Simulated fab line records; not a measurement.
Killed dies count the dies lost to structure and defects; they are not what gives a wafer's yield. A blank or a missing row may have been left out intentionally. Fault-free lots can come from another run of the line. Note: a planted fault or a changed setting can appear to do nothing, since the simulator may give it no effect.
fab line records	flow n5Finfet
record lots=10	wafers=30	lastDay=19
route steps=1938 shown MOL_CONTACT_COAG@529 BEOL_M4@1111 PASSIVATION@1936
lots that met no fault: from a run of the same line without faults
startH: the number of hours between the record's first day and the start of the first shown wafer of the lot	waitH: hours since the lot's step before	" repeats the value in the row above	L1.1+2: a single row standing in for several wafers	- no value, or no start given	* or withheld: withheld	< > ~ a bound
route shown NAME@n: a module of which the file shows steps, and the number in the route of the first	usual: mean and standard deviation over wafers with no fault	same: alike in all rows	chamber/n: place in a boat	sites: each site's reading	_std_site: their standard deviation	_edge_site: inner sites' mean taken away from outer sites' mean	radiusMm: for every site, how far away it sits from the centre of the wafer	mask NAME#n: copy n	behind: the last tool/chamber to shape the wafer	hold: cause of the lot's hold/its duration in hours/its outcome	device: which transistor (n, p or np) failed to switch	end of line: at the end of the route, the tests of the same wafers	a step with no rows: only its recipe	killed: not the wafer's yield, but the dies lost to structure and defects at the first sort	map: shows each die of a wafer: x if killed, . if not, _ if none is there
set.NAME: the setting as run; set.NAME@STEP: as run at that earlier step	model.NAME: the simulator's own value behind a step, which no gauge read
the route's steps for a sample of lots (tables are steps, rows are wafers)
services: the hour from which a tool's chamber was out of use, counted from the record's first day as startH (under 0 if before that day), plus the number of hours and why
## steps
# step N5_MOL_CONTACT_COAG_DESCUM_13
# recipe chemistry=O2	timeS=7	sourcePowerW=50	biasPowerW=20	pressureMtorr=20	rfFrequencyHz=2.712e+07	tempC=40	resist=CAR-EUV	o2FlowSccm=225
# usual drypumpMotorCurrentA=5.8/0.44	oesProductAu=0.81/0.085	rfVppV=243.4/1.5	showerheadPlenumPTorr=2.10/0.086	throttleValvePct=20.40/0.21
lot.wafer	tool	chamber	startH	waitH	drypumpMotorCurrentA	oesProductAu	rfHoursCounterH	rfVppV	showerheadPlenumPTorr	throttleValvePct
L821.3	rieDiel-04	2	99.12	0.0	6.3	0.72	-	240.9	1.99	20.86
L821.4	"	3	"	"	5.3	0.92	-	243.2	2.05	20.07
L821.6	"	2	"	"	6.3	0.72	-	241.0	1.99	20.84
L824.1	rieDiel-03	2	120.33	0.0	5.1	0.73	172	242.8	2.08	20.32
L824.2	"	3	"	"	5.4	0.88	19	243.3	2.23	20.11
L824.6	"	0	"	"	5.7	0.71	-	242.2	1.98	20.57
L827.2	rieDiel-02	2	134.70	0.0	6.0	0.81	107	245.2	2.20	20.27
L827.3	"	3	"	"	6.4	0.93	25	242.8	2.13	20.35
L827.4	"	3	"	"	6.4	0.92	-	243.2	2.13	20.36
L829.1	rieDiel-03	1	147.10	0.0	5.9	0.88	39	245.6	2.13	20.56
L829.2	"	0	"	"	5.7	0.72	222	240.5	1.98	20.59
L829.4	"	3	"	"	5.4	0.87	28	245.2	2.22	20.11
L834.3	rieDiel-02	2	181.39	0.5	6.0	0.79	-	243.6	2.19	20.31
L834.5	"	0	"	"	6.4	0.73	-	241.8	2.00	20.58
L834.6	"	2	"	"	6.0	0.79	-	243.8	2.19	20.31
L835.1	rieDiel-03	2	188.77	1.1	5.1	0.71	203	242.4	2.07	20.38
L835.3	"	3	"	"	5.4	0.84	49	244.6	2.22	20.14
L835.6	"	0	"	"	5.7	0.70	-	241.4	1.98	20.63
L836.1	rieDiel-03	2	197.48	0.0	5.1	0.71	207	242.6	2.07	20.37
L836.2	"	0	"	"	5.7	0.69	245	241.7	1.97	20.64
L836.3	"	1	"	"	5.9	0.85	63	243.9	2.12	20.60
L838.2	rieDiel-03	3	206.03	0.0	5.4	0.82	57	245.1	2.21	20.16
L838.3	"	0	"	"	5.7	0.70	248	241.3	1.97	20.63
L838.6	"	3	"	"	5.4	0.83	-	244.7	2.21	20.16
L839.3	rieDiel-04	3	213.00	0.0	5.3	0.87	42	243.0	2.04	20.13
L839.4	"	2	"	"	6.3	0.70	214	242.1	1.98	20.89
L839.5	"	1	"	"	6.3	0.87	-	243.5	2.12	20.33
L842.1	rieDiel-02	3	237.33	0.4	6.3	0.86	61	244.2	2.11	20.39
L842.3	"	2	"	"	6.0	0.78	154	244.4	2.19	20.34
L842.6	"	2	"	"	6.0	0.78	-	245.2	2.19	20.37
# step N5_MOL_CONTACT_COAG_PRE_CLEAN_141
# recipe gas=H2/He	timeS=60	tempC=300
# usual heaterPowerW=466/27
lot.wafer	tool	chamber	startH	waitH	heaterPowerW
L821.3	pvdSputter-01	-	102.79	2.0	454
L821.4	"	-	"	"	417
L821.6	"	-	"	"	410
L824.1	pvdSputter-02	-	123.65	0.9	448
L824.2	"	-	"	"	434
L824.6	"	-	"	"	426
L827.2	pvdSputter-03	-	136.84	0.7	502
L827.3	"	-	"	"	497
L827.4	"	-	"	"	497
L829.1	pvdSputter-01	-	149.98	1.3	460
L829.2	"	-	"	"	437
L829.4	"	-	"	"	490
L834.3	pvdSputter-02	-	185.09	2.1	451
L834.5	"	-	"	"	492
L834.6	"	-	"	"	451
L835.1	pvdSputter-01	-	191.78	0.4	419
L835.3	"	-	"	"	466
L835.6	"	-	"	"	492
L836.1	pvdSputter-03	-	200.81	1.9	494
L836.2	"	-	"	"	514
L836.3	"	-	"	"	499
L838.2	pvdSputter-02	-	208.60	1.0	468
L838.3	"	-	"	"	431
L838.6	"	-	"	"	457
L839.3	pvdSputter-01	-	214.84	0.3	455
L839.4	"	-	"	"	473
L839.5	"	-	"	"	409
L842.1	pvdSputter-02	-	238.89	0.2	442
L842.3	"	-	"	"	474
L842.6	"	-	"	"	491
# step N5_MOL_CONTACT_COAG_WET_ETCH_116
# recipe chemistry=SC1-inhibited	targetDepthNm=4.6	dry=ipaMarangoni	rinseTimeS=30	rinseTempC=23
# usual rinseTempC=23.00/0.11	rinseTimeS=30/0
lot.wafer	tool	chamber	startH	waitH	rinseTempC	rinseTimeS
L821.3	wetBench-03	2	105.97	0.0	22.86	30
L821.4	"	0	"	"	22.99	30
L821.6	"	4	"	"	22.99	30
L824.1	wetBench-05	3	128.12	0.0	23.11	30
L824.2	"	6	"	"	22.92	30
L824.6	"	1	"	"	23.16	30
L827.2	wetBench-05	3	139.97	0.0	22.94	30
L827.3	"	4	"	"	22.86	30
L827.4	"	5	"	"	23.05	30
L829.1	wetBench-03	4	152.58	0.0	22.98	30
L829.2	"	1	"	"	23.01	30
L829.4	"	0	"	"	23.13	30
L834.3	wetBench-06	2	189.04	0.0	-	-
L834.5	"	5	"	"	-	-
L834.6	"	0	"	"	-	-
L835.1	wetBench-03	2	194.37	0.0	-	-
L835.3	"	3	"	"	-	-
L835.6	"	0	"	"	-	-
L836.1	wetBench-06	2	203.62	0.0	-	-
L836.2	"	1	"	"	-	-
L836.3	"	0	"	"	-	-
L838.2	wetBench-05	5	211.97	0.0	23.04	30
L838.3	"	4	"	"	22.84	30
L838.6	"	0	"	"	23.23	30
L839.3	wetBench-05	0	217.79	0.0	22.93	30
L839.4	"	5	"	"	23.07	30
L839.5	"	1	"	"	23.10	30
L842.1	wetBench-05	0	241.41	0.0	22.98	30
L842.3	"	7	"	"	23.02	30
L842.6	"	4	"	"	23.11	30
# step N5_MOL_CONTACT_COAG_ALD_27
# recipe material=SiOC	targetThkA=170	tempC=400	aldPrecursorFamily=carbosiloxane	aldCoReactant=H2-plasma	pulseTimeS=1.5	timeS=2720	purgeTimeS=2	coReactantPurgeTimeS=2	aldCycles=340	pressureTorr=2
# usual heaterPowerW=859/72	precursorPulseHeightRel=0.999/0.019
lot.wafer	tool	chamber	startH	waitH	heaterPowerW	precursorPulseHeightRel	sinceWetCleanH
L821.3	aldSin-04	1	107.19	0.9	802	1.000	100
L821.4	"	2	"	"	994	1.000	100
L821.6	"	3	"	"	911	1.026	-
L824.1	aldSin-02	1	128.46	0.0	802	1.015	318
L824.2	"	2	"	"	887	0.995	318
L824.6	"	1	"	"	810	1.015	-
L827.2	aldSin-01	3	140.32	0.1	843	0.967	237
L827.3	"	0	"	"	916	1.017	237
L827.4	"	2	"	"	853	1.024	237
L829.1	aldSin-01	2	152.90	0.0	858	1.012	249
L829.2	"	1	"	"	785	1.014	249
L829.4	"	0	"	"	907	1.002	249
L834.3	aldSin-01	0	189.36	0.0	945	0.969	286
L834.5	"	2	"	"	862	0.979	-
L834.6	"	3	"	"	866	0.985	-
L835.1	aldSin-01	1	194.69	0.0	801	1.036	291
L835.3	"	2	"	"	849	0.983	291
L835.6	"	1	"	"	798	0.970	-
L836.1	aldSin-04	1	203.94	0.0	803	1.027	197
L836.2	"	0	"	"	799	1.005	197
L836.3	"	3	"	"	920	0.994	197
L838.2	aldSin-04	3	212.29	0.0	940	0.985	205
L838.3	"	0	"	"	793	1.003	205
L838.6	"	3	"	"	927	1.016	-
L839.3	aldSin-01	2	218.38	0.3	869	0.999	315
L839.4	"	0	"	"	913	1.008	-
L839.5	"	1	"	"	785	1.006	-
L842.1	aldSin-02	0	242.06	0.3	893	1.007	52
L842.3	"	2	"	"	934	0.991	52
L842.6	"	3	"	"	688	1.004	-
# step N5_BEOL_M4_RC_MEAS_101
# usual DIBL_N=36.3/1.9	DIBL_P=36.0/2.1	IOFF_N=0.16/0.031	IOFF_P=0.21/0.035	ION_N=675/14	ION_P=464/8.5	SS_N=71.5/0.6	SS_P=73.3/0.72	VT_N=250/3.2	VT_P=-250/3.1
lot.wafer	tool	chamber	startH	waitH	DIBL_N[mV/V]	DIBL_P[mV/V]	IOFF_N[nA/um]	IOFF_P[nA/um]	ION_N[uA/um]	ION_P[uA/um]	SS_N[mV/dec]	SS_P[mV/dec]	VT_N[mV]	VT_P[mV]
L821.3	prober-01	0	174.19	0.3	33.5	31.3	0.11	0.14	649	443	70.3	72.5	254	-258
L821.4	"	0	"	"	37.7	36.1	0.17	0.20	662	455	72.0	73.5	253	-252
L821.6	"	0	"	"	34.6	32.5	0.13	0.15	664	452	71.9	72.4	253	-256
L824.1	prober-01	0	192.67	0.0	34.9	35.4	0.14	0.21	667	468	71.2	72.8	249	-248
L824.2	"	0	"	"	33.6	34.7	0.13	0.20	671	470	71.3	72.7	250	-248
L824.6	"	0	"	"	33.5	34.3	0.14	0.21	681	480	71.0	72.3	249	-247
L827.2	prober-01	0	202.23	0.2	33.6	31.7	0.10	0.16	667	464	70.8	71.8	257	-254
L827.3	"	0	"	"	36.4	35.0	0.14	0.21	675	462	72.4	72.9	252	-248
L827.4	"	0	"	"	35.0	34.1	0.12	0.20	663	462	70.9	72.1	255	-249
L829.1	prober-01	0	214.27	0.0	35.1	35.4	0.14	0.20	681	474	71.3	72.9	250	-250
L829.2	"	0	"	"	34.2	34.7	0.13	0.19	668	459	71.3	73.1	254	-251
L829.4	"	0	"	"	34.3	32.9	0.11	0.15	656	449	71.3	72.6	259	-254
L839.3	prober-01	0	289.68	0.3	35.2	36.5	0.14	0.17	678	458	70.4	72.9	248	-257
L839.4	"	0	"	"	35.7	36.8	0.16	0.18	681	457	71.7	73.2	248	-254
L839.5	"	0	"	"	37.2	39.7	0.19	0.22	698	471	72.5	73.5	246	-250
L838.2	prober-01	0	321.02	0.2	36.4	36.4	0.18	0.21	668	460	72.1	73.0	249	-249
L838.3	"	0	"	"	36.8	38.3	0.19	0.24	685	466	71.9	74.0	247	-248
L838.6	"	0	"	"	36.2	37.6	0.18	0.25	681	469	71.6	74.3	246	-246
L842.1	prober-01	0	340.67	0.0	36.2	36.7	0.15	0.21	668	460	71.1	73.1	250	-249
L842.3	"	0	"	"	36.5	36.7	0.15	0.21	668	458	70.7	73.2	251	-248
L842.6	"	0	"	"	36.9	37.3	0.16	0.21	665	457	71.4	74.1	251	-250
# step N5_PASSIVATION_PROBE_49
# usual defectLimitedYield=91.0/1.5	killed_at_M0_to_M3=32/9.6	killed_at_M4_up=13/4.7	killedAtContacts=13/7.2	killedAtFrontEnd=44/13	killedAtOther=4/3.4	killedDies=106/18	killedOnRim=14/4.2	killedOpen=70/13	killedShort=35/8	sort_bin_5_function=5.3/0.97	sort_bin_6_memory=3.4/0.73	sortNPass=1074/18	sortYieldPct=91.0/1.5
# same grossDies=1180	killedAtBackSide=0	sort_bin_4_leakage[%]=0	sort_bin_8_speed[%]=0
lot.wafer	tool	chamber	startH	waitH	defectLimitedYield[%]	killed_at_M0_to_M3	killed_at_M4_up	killedAtContacts	killedAtFrontEnd	killedAtOther	killedDies	killedOnRim	killedOpen	killedShort	sort_bin_5_function[%]	sort_bin_6_memory[%]	sortNPass	sortYieldPct[%]
L824.1	prober-02	-	272.64	0.0	91.5	27	14	13	44	2	100	11	64	35	5.1	3.1	1080	91.5
L824.2	prober-02	-	272.69	0.1	92.5	27	11	6	42	2	88	13	51	36	4.4	2.6	1092	92.5
L824.6	prober-02	-	272.89	0.3	90.1	29	17	13	56	2	117	16	82	33	5.9	3.6	1063	90.1
L829.2	prober-02	-	296.28	0.3	90.9	51	9	16	24	7	107	12	72	35	5.5	3.5	1073	90.9
L829.4	prober-02	-	296.38	0.4	91.7	26	19	15	35	3	98	18	68	30	4.4	3.8	1082	91.7
L835.1	prober-02	-	396.76	0.0	0	41	14	1071	53	1	1180	152	80	33	96.3	3.6	0	0
L835.3	prober-02	-	396.86	0.1	0	41	10	1074	52	3	1180	152	77	29	95.7	3.9	0	0
L835.6	prober-02	-	397.01	0.3	0	25	10	1102	43	0	1180	152	74	30	96.9	2.5	0	0
L836.1	prober-01	-	425.08	0.0	0	33	16	1082	47	2	1180	152	87	36	95.3	4.3	0	0
L836.2	prober-01	-	425.13	0.1	0	31	7	1098	41	3	1180	152	60	37	96.5	3.3	0	0
L836.3	prober-01	-	425.18	0.1	0	22	11	1094	50	3	1180	152	63	42	96.3	3.2	0	0
L834.3	prober-02	-	425.17	0.1	0	19	11	1067	76	7	1180	152	68	55	95.8	3.9	0	0
L834.5	prober-02	-	425.27	0.2	0	29	17	1089	42	3	1180	152	58	37	96.7	3.0	0	0
L834.6	prober-02	-	425.32	0.3	0	43	10	1081	41	5	1180	152	76	30	95.5	4.2	0	0
L842.1	prober-01	-	446.48	0.0	90.4	51	15	13	32	2	113	14	76	37	6.1	3.4	1067	90.4
L842.3	prober-01	-	446.58	0.1	93.5	23	4	6	38	6	77	9	50	27	3.7	2.5	1103	93.5
L842.6	prober-01	-	446.73	0.3	91.3	30	17	20	34	2	103	13	72	31	5.5	2.8	1077	91.3
# killed by level:class
L824.1 STI_FIN_REVEAL:geometricParticle:open=9 MOL_CONTACT_COAG:geometricParticle:open=9 BEOL_M3:geometricParticle:open=8 BEOL_M0_SAQP:geometricParticle:open=7 FIN_SAQP:geometricParticle:short=6 BEOL_M2:geometricParticle:open=6 GATE_CUT:geometricParticle:short=6 STARTING-WAFER:geometricParticle:short=6
L824.2 STI_FIN_REVEAL:geometricParticle:open=10 FIN_SAQP:geometricParticle:short=8 BEOL_M0_SAQP:geometricParticle:short=8 FIN_SAQP:geometricParticle:open=7 BEOL_M0_SAQP:geometricParticle:open=6 BEOL_M2:geometricParticle:open=5 STARTING-WAFER:geometricParticle:short=5 BEOL_M4:geometricParticle:open=4
L824.6 STI_FIN_REVEAL:geometricParticle:open=28 BEOL_M0_SAQP:geometricParticle:open=10 MOL_CONTACT_COAG:geometricParticle:open=9 BEOL_M4:geometricParticle:open=9 BEOL_M0_SAQP:geometricParticle:short=8 FIN_SAQP:geometricParticle:open=6 FIN_SAQP:geometricParticle:short=5 GATE_CUT:geometricParticle:short=4
L829.2 BEOL_M3:geometricParticle:open=13 MOL_CONTACT_COAG:geometricParticle:open=13 BEOL_M0_SAQP:geometricParticle:open=11 BEOL_M0_SAQP:geometricParticle:short=11 FIN_SAQP:geometricParticle:open=7 BEOL_M1:geometricParticle:open=6 FIN_SAQP:geometricParticle:short=5 BEOL_M2:geometricParticle:open=4
L829.4 MOL_CONTACT_COAG:geometricParticle:open=14 FIN_SAQP:geometricParticle:open=9 FIN_SAQP:geometricParticle:short=8 BEOL_M4:geometricParticle:open=8 BEOL_M0_SAQP:geometricParticle:short=6 BEOL_M3:geometricParticle:open=6 STI_FIN_REVEAL:geometricParticle:open=5 BEOL_M0_SAQP:geometricParticle:open=4
L835.1 MOL_CONTACT_COAG:areaEtch=1063 STI_FIN_REVEAL:geometricParticle:open=24 BEOL_M3:geometricParticle:open=10 BEOL_M1:geometricParticle:open=9 FIN_SAQP:geometricParticle:open=7 FIN_SAQP:geometricParticle:short=5 MOL_CONTACT_COAG:geometricParticle:open=5 BEOL_M0_SAQP:geometricParticle:short=5
L835.3 MOL_CONTACT_COAG:areaEtch=1069 STI_FIN_REVEAL:geometricParticle:open=12 DUMMY_GATE:geometricParticle:open=11 FIN_SAQP:geometricParticle:open=10 BEOL_M1:geometricParticle:open=10 BEOL_M2:geometricParticle:open=8 BEOL_M4:geometricParticle:open=7 BEOL_M3:geometricParticle:short=6
L835.6 MOL_CONTACT_COAG:areaEtch=1074 MOL_CONTACT_COAG:geometricParticle:open=19 STI_FIN_REVEAL:geometricParticle:open=14 MOL_CONTACT_COAG:geometricParticle:short=9 BEOL_M4:geometricParticle:open=7 FIN_SAQP:geometricParticle:short=6 FIN_SAQP:geometricParticle:open=6 BEOL_M0_SAQP:geometricParticle:open=5
L836.1 MOL_CONTACT_COAG:areaEtch=1056 MOL_CONTACT_COAG:geometricParticle:open=22 STI_FIN_REVEAL:geometricParticle:open=18 BEOL_M0_SAQP:geometricParticle:short=11 BEOL_M0_SAQP:geometricParticle:open=7 BEOL_M1:geometricParticle:open=7 FIN_SAQP:geometricParticle:open=6 BEOL_M8:geometricParticle:open=6
L836.2 MOL_CONTACT_COAG:areaEtch=1083 MOL_CONTACT_COAG:geometricParticle:open=12 STI_FIN_REVEAL:geometricParticle:open=9 BEOL_M0:geometricParticle:open=7 STARTING-WAFER:geometricParticle:short=7 BEOL_M0_SAQP:geometricParticle:short=6 BEOL_M0_SAQP:geometricParticle:open=6 STI_FIN_REVEAL:geometricParticle:short=5
L834.3 MOL_CONTACT_COAG:areaEtch=1054 FIN_SAQP:geometricParticle:short=28 FIN_SAQP:geometricParticle:open=23 MOL_CONTACT_COAG:geometricParticle:open=9 GATE_CUT:geometricParticle:short=8 ILD0:geometricParticle:open=6 BEOL_M2:geometricParticle:open=6 BEOL_M4:geometricParticle:open=5
L836.3 MOL_CONTACT_COAG:areaEtch=1074 MOL_CONTACT_COAG:geometricParticle:open=15 STI_FIN_REVEAL:geometricParticle:open=12 BEOL_M0_SAQP:geometricParticle:short=8 STI_FIN_REVEAL:geometricParticle:short=7 GATE_CUT:geometricParticle:short=6 MOL_CONTACT_COAG:geometricParticle:short=5 BEOL_M1:geometricParticle:open=5
L834.5 MOL_CONTACT_COAG:areaEtch=1077 FIN_SAQP:geometricParticle:short=16 MOL_CONTACT_COAG:geometricParticle:open=10 BEOL_M0_SAQP:geometricParticle:short=8 BEOL_M3:geometricParticle:open=8 FIN_SAQP:geometricParticle:open=7 STI_FIN_REVEAL:geometricParticle:open=5 BEOL_M0_SAQP:geometricParticle:open=4
L834.6 MOL_CONTACT_COAG:areaEtch=1071 FIN_SAQP:geometricParticle:open=13 BEOL_M2:geometricParticle:open=13 MOL_CONTACT_COAG:geometricParticle:open=10 BEOL_M0_SAQP:geometricParticle:short=10 BEOL_M0_SAQP:geometricParticle:open=7 FIN_SAQP:geometricParticle:short=6 GATE_CUT:geometricParticle:open=5
L842.1 BEOL_M0_SAQP:geometricParticle:short=14 STI_FIN_REVEAL:geometricParticle:open=13 MOL_CONTACT_COAG:geometricParticle:open=13 BEOL_M4:geometricParticle:open=10 BEOL_M1:geometricParticle:short=7 BEOL_M3:geometricParticle:open=7 BEOL_M2:geometricParticle:open=6 STARTING-WAFER:geometricParticle:short=6
L842.3 STI_FIN_REVEAL:geometricParticle:open=9 BEOL_M3:geometricParticle:open=9 DUMMY_GATE:geometricParticle:open=5 GATE_CUT:geometricParticle:short=5 STARTING-WAFER:geometricParticle:short=5 MOL_CONTACT_COAG:geometricParticle:open=4 STI_FIN_REVEAL:geometricParticle:short=3 ILD0:geometricParticle:open=3
L842.6 MOL_CONTACT_COAG:geometricParticle:open=16 BEOL_M2:geometricParticle:open=9 BEOL_M4:geometricParticle:open=7 STI_FIN_REVEAL:geometricParticle:open=6 STI_FIN_REVEAL:geometricParticle:short=5 BEOL_M0_SAQP:geometricParticle:open=5 BEOL_M3:geometricParticle:open=5 FIN_SAQP:geometricParticle:open=4
## services
tool	chamber	startH	hours	kind
aldSin-01	3	77.88	15.3	repair
aldSin-01	2	78.13	2.4	repair
wetBench-05	-	94.36	3.3	repair
pvdSputter-01	-	95.01	3.0	repair
rieDiel-04	1	98.25	7.9	repair
pvdSputter-02	-	100.00	1.3	repair
rieDiel-04	-	101.94	0.2	repair
rieDiel-03	2	103.38	6.4	repair
rieDiel-03	0	107.48	11.9	repair
rieDiel-04	0	111.02	1.2	repair
rieDiel-04	-	153.03	28.1	pm
aldSin-02	1	160.35	15.6	repair
rieDiel-02	1	162.01	21.4	repair
aldSin-04	3	173.31	5.0	repair
aldSin-02	-	176.75	14.0	pm
rieDiel-02	3	179.16	26.0	repair
rieDiel-04	-	181.13	14.6	pm
aldSin-01	3	204.32	16.5	repair
aldSin-02	1	227.41	8.0	repair
rieDiel-03	0	229.05	-	clean
rieDiel-03	0	229.05	-	consumableReplace:focusRing
rieDiel-03	0	229.05	-	consumableReplace:showerhead
wetBench-06	-	236.80	1.9	pm
wetBench-06	-	240.43	2.1	repair
## key
firstSign step=N5_MOL_CONTACT_COAG_WET_ETCH_116	reading=toolRecord	direction=missing
effect step=N5_PASSIVATION_PROBE_49	reading=killedAtContacts	direction=up	sigmas=99+	usual=13	struck=1084
moreKillsBornAt N5_MOL_CONTACT_COAG_WET_ETCH_116@wetBench-06=6415	N5_MOL_CONTACT_COAG_WET_ETCH_116@wetBench-03=3206
metAt N5_MOL_CONTACT_COAG_WET_ETCH_116
struckLots L834,L835,L836
laterRowsLeftOut L834.3,L834.5,L834.6,L835.1,L835.3,L835.6,L836.1,L836.2,L836.3
notActingAt N5_MOL_CONTACT_COAG_DESCUM_13,N5_MOL_CONTACT_COAG_PRE_CLEAN_141,N5_MOL_CONTACT_COAG_ALD_27
onsetBetween 152.58 189.04
fault kind=skippedStepWhole	tool=wetBench-03,wetBench-06	chamber=-	onsetH=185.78	steps=N5_MOL_CONTACT_COAG_WET_ETCH_116	scope=struckLotsOnly
# laterRowsLeftOut: the simulator's readings of these wafers behind a module that went badly wrong aren't trusted and aren't shown, but for the sort
